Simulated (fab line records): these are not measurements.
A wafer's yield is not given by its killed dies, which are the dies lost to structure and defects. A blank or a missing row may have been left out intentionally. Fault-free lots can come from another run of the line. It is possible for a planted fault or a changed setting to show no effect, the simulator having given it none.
Which tool was responsible? -- flow n5 finfet -- 69 wafers from 23 lots sampled at 6 of the route's 1938 steps

== WHAT THE GAUGES SHOWED, per wafer ==
Not one reading of a measure or inspect step in the record can be checked against a usual standard deviation.

== WHICH TOOL RAN EACH LOT (tool, then ch and the chambers of the sampled wafers, then the start) ==
lot,N5_BEOL_M10_ETCH_65,N5_BEOL_M10_STRIP_36,N5_BEOL_M10_ALD_74,N5_BEOL_M10_DEP_56,N5_BEOL_M11_ETCH_65,N5_BEOL_M11_SPUTTER_48
L074,"rie diel-01 ch 1,2,3, day 10 00:29","rie diel-01 ch 1,2,3, day 10 00:44","ald metal-03 ch 0,1,2, day 10 01:57","pecvd-04 ch 0,2, day 10 04:22","rie diel-04 ch 0,3, day 10 07:42","pvd sputter-01, day 10 09:41"
L075,"rie diel-05 ch 0,3, day 10 07:35","rie diel-05 ch 0,3, day 10 07:56","ald metal-02 ch 0,3, day 10 09:13","pecvd-01 ch 1,2, day 10 11:16","rie diel-02 ch 0,2, day 10 16:14","pvd sputter-03, day 10 18:05"
L076,"rie diel-01 ch 0,1,3, day 11 00:07","rie diel-01 ch 0,1,3, day 11 00:21","ald metal-01 ch 1,2,3, day 11 01:41","pecvd-04 ch 0,1, day 11 03:18","rie diel-03 ch 1,2, day 11 07:43","pvd sputter-02, day 11 09:57"
L077,"rie diel-01 ch 0,1,3, day 11 05:22","rie diel-01 ch 0,1,3, day 11 05:36","ald metal-01 ch 0,2,3, day 11 06:34","pecvd-01 ch 0,1, day 11 08:18","rie diel-03 ch 0,1,3, day 11 12:52","pvd sputter-01, day 11 14:43"
L080,"rie diel-06 ch 1,2,3, day 11 10:31","rie diel-06 ch 1,2,3, day 11 10:46","ald metal-02 ch 0,1,2, day 11 13:35","pecvd-03 ch 0,2, day 11 15:05","rie diel-02 ch 0,1,3, day 11 21:13","pvd sputter-03, day 11 23:09"
L078,"rie diel-01 ch 1,3, day 11 15:02","rie diel-01 ch 1,3, day 11 15:16","ald metal-01 ch 0,2,3, day 11 16:26","pecvd-01 ch 1,2, day 11 18:02","rie diel-03 ch 1,3, day 12 01:01","pvd sputter-02, day 12 02:50"
L079,"rie diel-05 ch 1,3, day 11 15:41","rie diel-05 ch 1,3, day 11 15:55","ald metal-03 ch 0,3, day 11 17:14","pecvd-03 ch 0,1, day 11 18:36","rie diel-04 ch 0,3, day 12 01:46","pvd sputter-03, day 12 04:03"
L081,"rie diel-05 ch 0,2,3, day 12 01:11","rie diel-05 ch 0,2,3, day 12 01:25","ald metal-01 ch 0,3, day 12 02:26","pecvd-01 ch 0,1, day 12 03:52","rie diel-02 ch 0,3, day 12 11:36","pvd sputter-01, day 12 13:34"
L083,"rie diel-06 ch 1,2,3, day 12 03:30","rie diel-06 ch 1,2,3, day 12 03:44","ald metal-01 ch 0,1,2, day 12 07:02","pecvd-01 ch 0,1, day 12 08:28","rie diel-02 ch 0,2,3, day 12 14:05","pvd sputter-02, day 12 16:21"
L082,"rie diel-05 ch 0,2, day 12 10:35","rie diel-05 ch 0,2, day 12 10:50","ald metal-03 ch 0,2,3, day 12 11:59","pecvd-01 ch 1,2, day 12 13:44","rie diel-03 ch 0,2, day 12 18:48","pvd sputter-03, day 12 20:51"
L084,"rie diel-06 ch 1,2,3, day 12 18:47","rie diel-06 ch 1,2,3, day 12 19:02","ald metal-03 ch 2,3, day 12 19:57","pecvd-04 ch 1,2, day 12 21:22","rie diel-02 ch 0,1,2, day 13 02:38","pvd sputter-01, day 13 04:25"
L085,"rie diel-05 ch 0,1,2, day 12 19:16","rie diel-05 ch 0,1,2, day 12 19:30","ald metal-03 ch 2,3, day 12 20:43","pecvd-03 ch 1,2, day 12 22:20","rie diel-04 ch 0,1, day 13 03:07","pvd sputter-01, day 13 06:20"
L086,"rie diel-01 ch 0,1, day 13 08:32","rie diel-01 ch 0,1, day 13 08:47","ald metal-01 ch 0,1,2, day 13 10:29","pecvd-04 ch 1,2, day 13 11:59","rie diel-03 ch 1,2,3, day 13 15:52","pvd sputter-03, day 13 17:47"
L087,"rie diel-01 ch 1,3, day 13 12:10","rie diel-01 ch 1,3, day 13 12:24","ald metal-03 ch 2,3, day 13 13:23","pecvd-03 ch 0,2, day 13 15:14","rie diel-02 ch 1,2,3, day 13 20:58","pvd sputter-02, day 13 23:02"
L089,"rie diel-01 ch 0,1,3, day 13 15:39","rie diel-01 ch 0,1,3, day 13 15:53","ald metal-02 ch 1,2, day 13 17:05","pecvd-04 ch 0,1,2, day 13 18:37","rie diel-03 ch 0,3, day 13 22:48","pvd sputter-02, day 14 02:26"
L088,"rie diel-06 ch 0,1, day 13 20:22","rie diel-06 ch 0,1, day 13 20:37","ald metal-01 ch 2,3, day 13 21:42","pecvd-01 ch 0,2, day 13 23:14","rie diel-03 ch 2,3, day 14 06:32","pvd sputter-03, day 14 08:59"
L091,"rie diel-01 ch 1,2,3, day 13 20:50","rie diel-01 ch 1,2,3, day 13 21:04","ald metal-01 ch 0,3, day 13 22:15","pecvd-03 ch 0,1,2, day 14 00:08","rie diel-03 ch 1,2,3, day 14 06:05","pvd sputter-03, day 14 08:55"
L090,"rie diel-06 ch 1,2, day 14 06:07","rie diel-06 ch 1,2, day 14 06:22","ald metal-02 ch 1,2,3, day 14 07:49","pecvd-03 ch 1,2, day 14 10:04","rie diel-02 ch 1,2, day 14 15:41","pvd sputter-01, day 14 17:22"
L092,"rie diel-01 ch 0,2,3, day 14 15:26","rie diel-01 ch 0,2,3, day 14 15:40","ald metal-01 ch 0,2, day 14 16:32","pecvd-04 ch 1,2, day 14 18:27","rie diel-02 ch 1,2,3, day 14 22:48","pvd sputter-01, day 15 00:50"
L093,"rie diel-05 ch 0,1,2, day 14 22:48","rie diel-05 ch 0,1,2, day 14 23:02","ald metal-02 ch 1,3, day 15 00:41","pecvd-04 ch 1,2, day 15 12:49","rie diel-03 ch 1,2,3, day 15 15:11","pvd sputter-03, day 15 17:03"
L095,"rie diel-05 ch 1,2,3, day 15 17:04","rie diel-05 ch 1,2,3, day 15 17:19","ald metal-02 ch 0,1,3, day 15 18:26","pecvd-03 ch 0,1,2, day 15 20:03","rie diel-03 ch 0,1,3, day 15 23:34","pvd sputter-03, day 16 01:55"
L096,"rie diel-05 ch 0,1, day 16 09:30","rie diel-05 ch 0,1, day 16 09:44","ald metal-01 ch 0,1,2, day 16 11:00","pecvd-03 ch 0,2, day 16 12:25","rie diel-02 ch 0,1,2, day 16 16:13","pvd sputter-02, day 16 19:11"
L094,"rie diel-05 ch 1,2, day 16 09:58","rie diel-05 ch 1,2, day 16 10:12","ald metal-03 ch 0,1,2, day 16 11:04","pecvd-04 ch 0,1, day 16 12:41","rie diel-02 ch 0,1, day 16 19:01","pvd sputter-02, day 16 22:45"
- N5_BEOL_M10_ETCH_65: etches SiARC in CF4, target depth 39 nm, time 65 s.
- N5_BEOL_M10_STRIP_36: strips in N2/H2.
- N5_BEOL_M10_ALD_74: deposits TaN, target thk 2 nm, pulse time 2 s, purge time 3 s.
- N5_BEOL_M10_DEP_56: deposits SiCN from 3MS/NH3, target thk 15 nm, time 26.5 s.
- N5_BEOL_M11_ETCH_65: etches SiARC in CF4, target depth 39 nm, time 65 s.
- N5_BEOL_M11_SPUTTER_48: material Cu, target thk 12 nm, time 2 s.

== WHAT THE TOOLS THEMSELVES READ (means of the sampled wafers that have a number; where no wafer has one, the mark that the record gives instead) ==
N5_BEOL_M10_ETCH_65.
lot,tool,drypump motor current A (A),etch rf on time s (s),oes product au (a.u.),rf vpp V (V),showerhead plenum p Torr (Torr),throttle valve pct (%)
L074,rie diel-01,5.9,66.2,0.59,184.9,2.14,15.77
L075,rie diel-05,5.2,65.7,0.61,183.1,2.08,15.78
L076,rie diel-01,5.6,65.4,0.61,184.0,2.13,15.69
L077,rie diel-01,5.6,65.6,0.61,184.5,2.13,15.70
L080,rie diel-06,5.7,63.9,0.68,184.9,2.13,15.68
L078,rie diel-01,5.8,66.8,0.59,183.9,2.12,15.90
L079,rie diel-05,5.6,65.1,0.66,183.9,2.17,15.74
L081,rie diel-05,5.3,65.4,0.67,183.9,2.12,15.64
L083,rie diel-06,5.7,64.3,0.67,183.5,2.13,15.69
L082,rie diel-05,5.4,65.3,0.73,184.5,2.17,15.47
L084,rie diel-06,5.7,64.4,0.66,184.1,2.12,15.69
L085,rie diel-05,5.8,65.1,0.72,183.9,2.17,15.62
L086,rie diel-01,5.9,67.1,0.59,184.0,2.13,15.84
L087,rie diel-01,5.6,65.2,0.73,184.8,2.11,15.49
L089,rie diel-01,5.6,66.0,0.67,183.6,2.12,15.57
L088,rie diel-06,5.9,65.3,0.71,184.2,2.15,15.61
L091,rie diel-01,5.9,64.9,0.72,183.8,2.14,15.50
L090,rie diel-06,5.7,62.6,0.83,184.5,2.22,15.36
L092,rie diel-01,5.7,64.4,0.73,185.1,2.14,15.32
L093,rie diel-05,5.8,65.1,0.69,184.3,2.16,15.66
L095,rie diel-05,5.7,64.6,0.76,184.7,2.22,15.45
L096,rie diel-05,5.7,65.3,0.64,183.1,2.06,15.90
L094,rie diel-05,5.8,65.0,0.73,185.1,2.26,15.48

N5_BEOL_M10_STRIP_36.
lot,tool,bias power w (W),drypump motor current A (A),oes product au (a.u.),rf vpp V (V),showerhead plenum p Torr (Torr),throttle valve pct (%)
L074,rie diel-01,6.996,5.9,0.69,58.6,2.55,23.6
L075,rie diel-05,6.981,5.2,0.71,59.0,2.44,23.7
L076,rie diel-01,6.996,5.6,0.72,59.0,2.53,23.7
L077,rie diel-01,6.979,5.6,0.72,57.9,2.53,23.7
L080,rie diel-06,7.001,5.7,0.79,58.5,2.51,23.6
L078,rie diel-01,6.990,5.8,0.69,60.7,2.52,23.9
L079,rie diel-05,7.013,5.6,0.77,59.4,2.56,23.7
L081,rie diel-05,7.019,5.3,0.78,60.1,2.51,23.7
L083,rie diel-06,6.991,5.7,0.78,58.7,2.51,23.7
L082,rie diel-05,7.005,5.4,0.85,61.4,2.58,23.5
L084,rie diel-06,6.978,5.7,0.78,57.7,2.50,23.7
L085,rie diel-05,7.000,5.8,0.84,59.2,2.58,23.8
L086,rie diel-01,6.987,5.9,0.70,60.0,2.52,23.8
L087,rie diel-01,7.008,5.6,0.87,58.9,2.51,23.5
L089,rie diel-01,6.996,5.6,0.78,60.0,2.52,23.6
L088,rie diel-06,6.989,5.9,0.83,59.6,2.54,23.9
L091,rie diel-01,7.001,5.9,0.85,58.7,2.54,23.4
L090,rie diel-06,6.998,5.7,0.95,59.2,2.64,23.5
L092,rie diel-01,6.997,5.7,0.86,59.8,2.54,23.3
L093,rie diel-05,7.004,5.8,0.81,60.4,2.57,23.8
L095,rie diel-05,6.999,5.7,0.90,59.4,2.62,23.5
L096,rie diel-05,6.980,5.7,0.74,57.1,2.45,24.2
L094,rie diel-05,6.996,5.8,0.87,59.8,2.69,23.4

N5_BEOL_M10_ALD_74.
lot,tool,heater power w (W)
L074,ald metal-03,426
L075,ald metal-02,393
L076,ald metal-01,354
L077,ald metal-01,386
L080,ald metal-02,395
L078,ald metal-01,386
L079,ald metal-03,429
L081,ald metal-01,410
L083,ald metal-01,375
L082,ald metal-03,436
L084,ald metal-03,446
L085,ald metal-03,443
L086,ald metal-01,371
L087,ald metal-03,442
L089,ald metal-02,431
L088,ald metal-01,369
L091,ald metal-01,394
L090,ald metal-02,438
L092,ald metal-01,375
L093,ald metal-02,459
L095,ald metal-02,417
L096,ald metal-01,372
L094,ald metal-03,438

N5_BEOL_M10_DEP_56.
lot,tool,showerhead plenum p Torr (Torr),throttle valve pct (%)
L074,pecvd-04,3.654,9.2
L075,pecvd-01,3.666,8.9
L076,pecvd-04,3.655,9.0
L077,pecvd-01,3.649,9.1
L080,pecvd-03,3.663,9.2
L078,pecvd-01,3.670,9.0
L079,pecvd-03,3.657,9.4
L081,pecvd-01,3.651,9.2
L083,pecvd-01,3.651,9.0
L082,pecvd-01,3.660,9.0
L084,pecvd-04,3.642,8.9
L085,pecvd-03,3.682,8.6
L086,pecvd-04,3.645,9.4
L087,pecvd-03,3.668,9.2
L089,pecvd-04,3.650,9.2
L088,pecvd-01,3.676,9.1
L091,pecvd-03,3.668,8.9
L090,pecvd-03,3.671,8.9
L092,pecvd-04,3.647,9.2
L093,pecvd-04,3.642,9.3
L095,pecvd-03,3.671,9.1
L096,pecvd-03,3.664,9.0
L094,pecvd-04,3.649,9.1

N5_BEOL_M11_ETCH_65.
lot,tool,drypump motor current A (A),etch rf on time s (s),oes product au (a.u.),rf vpp V (V),showerhead plenum p Torr (Torr),throttle valve pct (%)
L074,rie diel-04,5.7,63.0,0.77,184.7,2.16,15.3
L075,rie diel-02,5.6,65.6,0.64,184.1,2.14,15.6
L076,rie diel-03,5.7,66.0,0.63,183.5,2.08,15.8
L077,rie diel-03,5.8,65.7,0.66,184.5,2.14,15.6
L080,rie diel-02,5.7,65.1,0.67,185.6,2.17,15.6
L078,rie diel-03,5.9,65.2,0.66,184.7,2.11,15.7
L079,rie diel-04,5.7,64.7,0.68,184.7,2.14,15.7
L081,rie diel-02,5.6,64.5,0.64,183.5,2.16,15.8
L083,rie diel-02,6.1,64.8,0.68,184.8,2.18,15.5
L082,rie diel-03,5.3,66.5,0.65,184.5,2.14,15.8
L084,rie diel-02,5.7,64.0,0.67,184.3,2.14,15.5
L085,rie diel-04,6.1,66.1,0.60,184.7,2.17,15.6
L086,rie diel-03,5.5,66.6,0.65,184.5,2.15,15.7
L087,rie diel-02,6.2,64.5,0.71,185.4,2.19,15.3
L089,rie diel-03,5.8,66.8,0.64,184.6,2.17,15.6
L088,rie diel-03,5.2,67.2,0.66,184.3,2.18,15.7
L091,rie diel-03,5.5,66.5,0.65,184.0,2.14,15.7
L090,rie diel-02,6.2,64.9,0.69,184.2,2.16,15.2
L092,rie diel-02,6.2,64.4,0.70,184.6,2.19,15.3
L093,rie diel-03,5.5,65.5,0.65,184.0,2.14,15.7
L095,rie diel-03,5.8,66.2,0.63,183.6,2.13,15.7
L096,rie diel-02,5.7,65.2,0.72,183.8,2.14,15.4
L094,rie diel-02,5.3,64.5,0.71,184.5,2.13,15.4

N5_BEOL_M11_SPUTTER_48.
lot,tool,substrate temp c (C),throttle valve pct (%)
L074,pvd sputter-01,-20.05,29.3
L075,pvd sputter-03,-19.90,29.1
L076,pvd sputter-02,-20.16,31.2
L077,pvd sputter-01,-20.11,29.9
L080,pvd sputter-03,-19.98,30.3
L078,pvd sputter-02,-19.97,32.2
L079,pvd sputter-03,-19.98,31.2
L081,pvd sputter-01,-19.92,29.8
L083,pvd sputter-02,-20.08,28.9
L082,pvd sputter-03,-20.00,29.1
L084,pvd sputter-01,-19.90,30.0
L085,pvd sputter-01,-20.04,29.7
L086,pvd sputter-03,-20.00,30.6
L087,pvd sputter-02,-19.98,29.4
L089,pvd sputter-02,-20.00,30.2
L088,pvd sputter-03,-19.97,29.1
L091,pvd sputter-03,-20.15,31.2
L090,pvd sputter-01,-20.09,29.8
L092,pvd sputter-01,-20.03,29.6
L093,pvd sputter-03,-19.96,30.4
L095,pvd sputter-03,-20.02,30.6
L096,pvd sputter-02,-19.95,30.8
L094,pvd sputter-02,-20.05,28.8

== THE ANSWER, worked out from the rows above alone ==
Rule: usual is defined by the lots themselves. Put in order of their means at a reading, lots are off if they are a third of the lots or fewer, leave a main group of 4 or more, and stand apart from it by a gap of 3 or more times the standard deviation of the main group's means; of several such gaps the widest counts. If all means in a main group match to the digits the tables above print for the reading, that group is not used. A lot without any number at a reading at which 4 lots or more have one is off too. The other lots that the step has rows for count as sound. Order of review: gauges by route order, followed by the tools' own readings, for which a lot's mean as printed above is used. The first step at which some lot is off is used, and at that step the reading that is off furthest; a lot without a number counts as furthest.
Across all readings shown, no lot is off: no conclusion can be drawn from this.

== WHAT HAD BEEN PUT IN BY THE SIMULATOR ==
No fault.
